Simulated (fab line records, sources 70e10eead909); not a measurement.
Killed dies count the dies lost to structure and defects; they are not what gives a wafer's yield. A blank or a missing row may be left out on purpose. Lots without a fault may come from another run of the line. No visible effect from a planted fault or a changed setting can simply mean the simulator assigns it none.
Chamber matching || flow nandHarc || NHARC_A_BLC_STRIP_21 on rieDiel-05: 4 sister chambers
The step strips in O2. 4 wafers are shown with their chamber, then 12 later ones without.

== EACH WAFER AND ITS CHAMBER ==
{"wafer": "L090.1", "chamber": 0, "showerheadPlenumPTorr (Torr)": 3.56}
{"wafer": "L089.1", "chamber": 1, "showerheadPlenumPTorr (Torr)": 3.68}
{"wafer": "L091.3", "chamber": 2, "showerheadPlenumPTorr (Torr)": 3.40}
{"wafer": "L091.5", "chamber": 3, "showerheadPlenumPTorr (Torr)": 3.64}

== WAFERS WITHOUT THEIR CHAMBER ==
{"wafer": "L091.2", "showerheadPlenumPTorr (Torr)": 3.68}
{"wafer": "L091.4", "showerheadPlenumPTorr (Torr)": 3.55}
{"wafer": "L091.6", "showerheadPlenumPTorr (Torr)": 3.40}
{"wafer": "L096.1", "showerheadPlenumPTorr (Torr)": 3.55}
{"wafer": "L096.3", "showerheadPlenumPTorr (Torr)": 3.40}
{"wafer": "L096.5", "showerheadPlenumPTorr (Torr)": 3.64}
{"wafer": "L094.1", "showerheadPlenumPTorr (Torr)": 3.64}
{"wafer": "L094.4", "showerheadPlenumPTorr (Torr)": 3.55}
{"wafer": "L094.5", "showerheadPlenumPTorr (Torr)": 3.68}
{"wafer": "L097.1", "showerheadPlenumPTorr (Torr)": 3.64}
{"wafer": "L097.3", "showerheadPlenumPTorr (Torr)": 3.68}
{"wafer": "L097.6", "showerheadPlenumPTorr (Torr)": 3.55}

== EACH ONE'S CHAMBER ==
{"wafer": "L091.2", "from the rows above": 1, "in truth": 1}
{"wafer": "L091.4", "from the rows above": 0, "in truth": 0}
{"wafer": "L091.6", "from the rows above": 2, "in truth": 2}
{"wafer": "L096.1", "from the rows above": 0, "in truth": 0}
{"wafer": "L096.3", "from the rows above": 2, "in truth": 2}
{"wafer": "L096.5", "from the rows above": 3, "in truth": 3}
{"wafer": "L094.1", "from the rows above": 3, "in truth": 3}
{"wafer": "L094.4", "from the rows above": 0, "in truth": 0}
{"wafer": "L094.5", "from the rows above": 1, "in truth": 1}
{"wafer": "L097.1", "from the rows above": 3, "in truth": 3}
{"wafer": "L097.3", "from the rows above": 1, "in truth": 1}
{"wafer": "L097.6", "from the rows above": 0, "in truth": 0}
Correctly placed: 12 of 12. Left unplaced by these rows: 0. Placed wrongly: 0.
How it was worked out, from the rows above alone: a wafer's distance from a chamber is the root of the sum, over the readings, of the square of ((its reading less the chamber's mean) divided by the reading's scatter). The wafer belongs to the nearest chamber; if the next one is less than 2 further off, it can't be placed. For every chamber, the mean is computed from those of its wafers that are shown. The scatter: root of mean squared gap, hidden wafer to nearest shown wafer, with one shown wafer a chamber.
